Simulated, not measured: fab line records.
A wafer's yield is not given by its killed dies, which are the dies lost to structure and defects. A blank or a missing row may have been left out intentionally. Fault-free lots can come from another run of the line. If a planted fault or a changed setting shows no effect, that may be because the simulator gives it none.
Chamber matching :: flow n5 finfet :: N5_SD_EPI_N_ETCH_35 on rie diel-01 has 4 sister chambers
The step etches SOC in N2/H2, overetch 108 nm, time 486 s. 20 wafers are shown with their chamber, then 10 later ones without.

## EACH WAFER AND ITS CHAMBER
wafer: L074.3
chamber: 1
showerhead plenum p Torr (Torr): 2.51
drypump motor current A (A): 5.9
oes product au (a.u.): 0.63

wafer: L074.4
chamber: 2
showerhead plenum p Torr (Torr): 2.56
drypump motor current A (A): 5.5
oes product au (a.u.): 0.69

wafer: L074.5
chamber: 3
showerhead plenum p Torr (Torr): 2.54
drypump motor current A (A): 6.5
oes product au (a.u.): 0.69

wafer: L075.1
chamber: 3
showerhead plenum p Torr (Torr): 2.54
drypump motor current A (A): 6.4
oes product au (a.u.): 0.70

wafer: L075.4
chamber: 2
showerhead plenum p Torr (Torr): 2.56
drypump motor current A (A): 5.5
oes product au (a.u.): 0.69

wafer: L075.5
chamber: 2
showerhead plenum p Torr (Torr): 2.56
drypump motor current A (A): 5.6
oes product au (a.u.): 0.69

wafer: L081.1
chamber: 3
showerhead plenum p Torr (Torr): 2.54
drypump motor current A (A): 6.4
oes product au (a.u.): 0.69

wafer: L081.2
chamber: 0
showerhead plenum p Torr (Torr): 2.73
drypump motor current A (A): 6.2
oes product au (a.u.): 0.77

wafer: L081.6
chamber: 1
showerhead plenum p Torr (Torr): 2.50
drypump motor current A (A): 5.9
oes product au (a.u.): 0.63

wafer: L082.1
chamber: 1
showerhead plenum p Torr (Torr): 2.50
drypump motor current A (A): 5.9
oes product au (a.u.): 0.63

wafer: L082.3
chamber: 3
showerhead plenum p Torr (Torr): 2.54
drypump motor current A (A): 6.4
oes product au (a.u.): 0.68

wafer: L082.6
chamber: 0
showerhead plenum p Torr (Torr): 2.72
drypump motor current A (A): 6.2
oes product au (a.u.): 0.77

wafer: L083.1
chamber: 1
showerhead plenum p Torr (Torr): 2.50
drypump motor current A (A): 5.9
oes product au (a.u.): 0.62

wafer: L083.2
chamber: 0
showerhead plenum p Torr (Torr): 2.72
drypump motor current A (A): 6.2
oes product au (a.u.): 0.77

wafer: L083.3
chamber: 3
showerhead plenum p Torr (Torr): 2.54
drypump motor current A (A): 6.5
oes product au (a.u.): 0.69

wafer: L083.4
chamber: 2
showerhead plenum p Torr (Torr): 2.55
drypump motor current A (A): 5.6
oes product au (a.u.): 0.67

wafer: L083.5
chamber: 2
showerhead plenum p Torr (Torr): 2.55
drypump motor current A (A): 5.5
oes product au (a.u.): 0.68

wafer: L083.6
chamber: 1
showerhead plenum p Torr (Torr): 2.50
drypump motor current A (A): 6.0
oes product au (a.u.): 0.62

wafer: L088.1
chamber: 3
showerhead plenum p Torr (Torr): 2.54
drypump motor current A (A): 6.4
oes product au (a.u.): 0.68

wafer: L088.5
chamber: 0
showerhead plenum p Torr (Torr): 2.72
drypump motor current A (A): 6.2
oes product au (a.u.): 0.76

SIGNATURES (averages over the wafers above)
reading: showerhead plenum p Torr
chamber 0: 2.7225
chamber 1: 2.5020
chamber 2: 2.5560
chamber 3: 2.5400
scatter within a chamber: 0.00415

reading: drypump motor current A
chamber 0: 6.200
chamber 1: 5.920
chamber 2: 5.540
chamber 3: 6.433
scatter within a chamber: 0.0456

reading: oes product au
chamber 0: 0.7675
chamber 1: 0.6260
chamber 2: 0.6840
chamber 3: 0.6883
scatter within a chamber: 0.00706
Rule: distance of a wafer from a chamber = root of the sum over the readings of ((wafer's reading minus chamber's mean) / reading's scatter) squared. The wafer belongs to the nearest chamber; if the next one is less than 2 further off, it can't be placed. The scatter: the root of (the sum of the squares of (reading less its chamber's mean) over the shown wafers, divided by (wafers less chambers)).

## WAFERS WHOSE CHAMBER IS MISSING
wafer: L088.6
showerhead plenum p Torr (Torr): 2.54
drypump motor current A (A): 6.4
oes product au (a.u.): 0.68

wafer: L089.1
showerhead plenum p Torr (Torr): 2.55
drypump motor current A (A): 5.5
oes product au (a.u.): 0.68

wafer: L089.2
showerhead plenum p Torr (Torr): 2.54
drypump motor current A (A): 6.4
oes product au (a.u.): 0.68

wafer: L089.5
showerhead plenum p Torr (Torr): 2.53
drypump motor current A (A): 6.4
oes product au (a.u.): 0.67

wafer: L093.1
showerhead plenum p Torr (Torr): 2.49
drypump motor current A (A): 5.9
oes product au (a.u.): 0.62

wafer: L093.3
showerhead plenum p Torr (Torr): 2.72
drypump motor current A (A): 6.2
oes product au (a.u.): 0.75

wafer: L093.6
showerhead plenum p Torr (Torr): 2.53
drypump motor current A (A): 6.4
oes product au (a.u.): 0.67

wafer: L094.1
showerhead plenum p Torr (Torr): 2.49
drypump motor current A (A): 5.9
oes product au (a.u.): 0.61

wafer: L094.3
showerhead plenum p Torr (Torr): 2.53
drypump motor current A (A): 6.4
oes product au (a.u.): 0.67

wafer: L094.4
showerhead plenum p Torr (Torr): 2.71
drypump motor current A (A): 6.2
oes product au (a.u.): 0.75

## EACH ONE'S CHAMBER
wafer: L088.6
from the rows above: 3
in truth: 3

wafer: L089.1
from the rows above: 2
in truth: 2

wafer: L089.2
from the rows above: 3
in truth: 3

wafer: L089.5
from the rows above: 3
in truth: 3

wafer: L093.1
from the rows above: 1
in truth: 1

wafer: L093.3
from the rows above: 0
in truth: 0

wafer: L093.6
from the rows above: 3
in truth: 3

wafer: L094.1
from the rows above: 1
in truth: 1

wafer: L094.3
from the rows above: 3
in truth: 3

wafer: L094.4
from the rows above: 0
in truth: 0
Correctly placed: 10 of 10. Can't be placed from these rows: 0. Number placed wrongly: 0.
